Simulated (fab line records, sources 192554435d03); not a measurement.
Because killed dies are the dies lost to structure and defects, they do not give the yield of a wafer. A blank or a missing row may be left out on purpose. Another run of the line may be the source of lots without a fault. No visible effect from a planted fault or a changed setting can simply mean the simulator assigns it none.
A struck lot beside a sound one -- flow n5-finfet -- 23 steps out of a route of 1938
Sound: wafers L967.1, L967.2, L967.5. Struck: wafers L973.2, L973.3, L973.6. At the end, the cause is stated.
Per side, at each step with rows, come the tool, then ch with its chambers, and then its first start. Under that, the readings that differ: sound wafers -- struck wafers -- difference of the means -- sigmas: that difference in standard deviations of wafers without a fault.
alike: readings whose means differ by less than 2 such deviations, and words and numbers that are the same on both sides. not compared: withheld readings, readings that some wafer has no value for, bounds like >300 that may hide the same value, and numbers for which the record gives no deviation and whose values overlap.
The two part at a step that has a row with sigmas, a row that says differs or no value, or rows on one side only. When numbers do not overlap yet have no deviation, they are printed without sigmas and do not part them. A reading that every wafer of one side lacks parts them only if that side has two wafers or more.

first, 8 steps without rows for these wafers: N5_BEOL_M9_ANNEAL_51 (time 90 s); N5_BEOL_M9_CMP_52 (polishes, stops on SiCOH lowk, t overpolish 7 s, target thk 140 nm); N5_BEOL_M9_PRE_CLEAN_55 (time 15 s); N5_BEOL_M9_DEP_56 (deposits SiCN from 3MS/NH3, target thk 15 nm, time 26.5 s); N5_BEOL_M10_ILD_DEP_00 (deposits SiCOH lowk from DEMS/porogen, target thk 308.51 nm, time 58 s); N5_BEOL_M10_CURE_71 (cures SiCOH lowk, time 240 s); N5_BEOL_M10_PECVD_70 (deposits SiO2 from TEOS/O2, target thk 20 nm, time 22.7 s); N5_BEOL_M10_HM_DEP_02 (deposits TiN, target thk 20 nm).
N5_BEOL_M10_COAT_59: time 60 s, resist thk 100 nm.
  sound on litho-track-01 ch 0, day 10 06:12; struck on litho-track-01 ch 0, day 11 20:49
reading,sound,struck,difference,sigmas
spin-speed-rpm (rpm),1497.1 1499.3 1497.8,1314.0 1314.7 1314.4,-183.7,-99 or more
model.SOC_of_BEOL_M10_COAT_59.thk-nm (nm),99.6 99.8 99.8,106.4 106.6 106.8,+6.9,
then, 9 steps without rows for these wafers: N5_BEOL_M10_COAT_60 (time 60 s, resist thk 30 nm); N5_BEOL_M10_COAT_05 (resist thk 90 nm); N5_BEOL_M10_EBR_07; N5_BEOL_M10_SOFTBAKE_06 (time 60 s); N5_BEOL_M10_EXPOSE_08 (exposes mask M10); N5_BEOL_M10_PEB_09 (peb time 60 s); N5_BEOL_M10_DEVELOP_10 (develop time 30 s); N5_BEOL_M10_DESCUM_16 (chemistry O2, time 7.9 s); N5_BEOL_M10_ETCH_61 (etches SiARC in CF4, target depth 39 nm, time 65 s).
N5_BEOL_M10_ETCH_62: etches SOC in N2/H2, target depth 110 nm, overetch 22 nm, time 165 s.
  sound on rie-diel-01 ch 0,2,3, day 10 06:37; struck on rie-diel-05 ch 1,2,3, day 11 21:32
reading,sound,struck,difference,sigmas
model.etch.depth-nm (nm),99.62 99.86 99.77,106.3 106.6 106.8,+6.8,
  alike: drypump-motor-current-A, oes-product-au, rf-fwd-power-W, rf-vpp-V, showerhead-plenum-p-Torr, throttle-valve-pct
  not compared: rf-hours-counter-h
then, 2 steps without rows for these wafers: N5_BEOL_M10_STRIP_68 (strips in N2/H2); N5_BEOL_M10_STRIP_67 (strips in CF4).
N5_BEOL_M10_HM_OPEN_17: chemistry Cl2/BCl3, target TiN, target depth 20 nm, overetch 6 nm.
  sound on rie-metal-03 ch 0,1, day 10 06:48; struck on rie-metal-03 ch 0,1, day 11 21:43
reading,sound,struck,difference,sigmas
rf-fwd-power-W (W),986 996 995,1001 1000 997,+7,+2
model.SOC_of_BEOL_M10_COAT_59.thk-nm (nm),91.8 92 91.8,98.4 98.8 98.8,+6.8,
  alike: bcl3-flow-sccm, drypump-motor-current-A, oes_ar_750_au, oes-product-au, throttle-valve-pct
  not compared: rf-hours-counter-h
then, 1 step without rows for these wafers: N5_BEOL_M10_STRIP_19 (strips in O2).

WHERE THEY PART
Earliest at N5_BEOL_M10_COAT_59; latest, in this record, at N5_BEOL_M10_HM_OPEN_17.

WHY: what had been put in by the simulator
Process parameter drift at N5_BEOL_M10_COAT_59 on litho-track-01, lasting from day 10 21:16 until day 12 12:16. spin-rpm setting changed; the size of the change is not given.
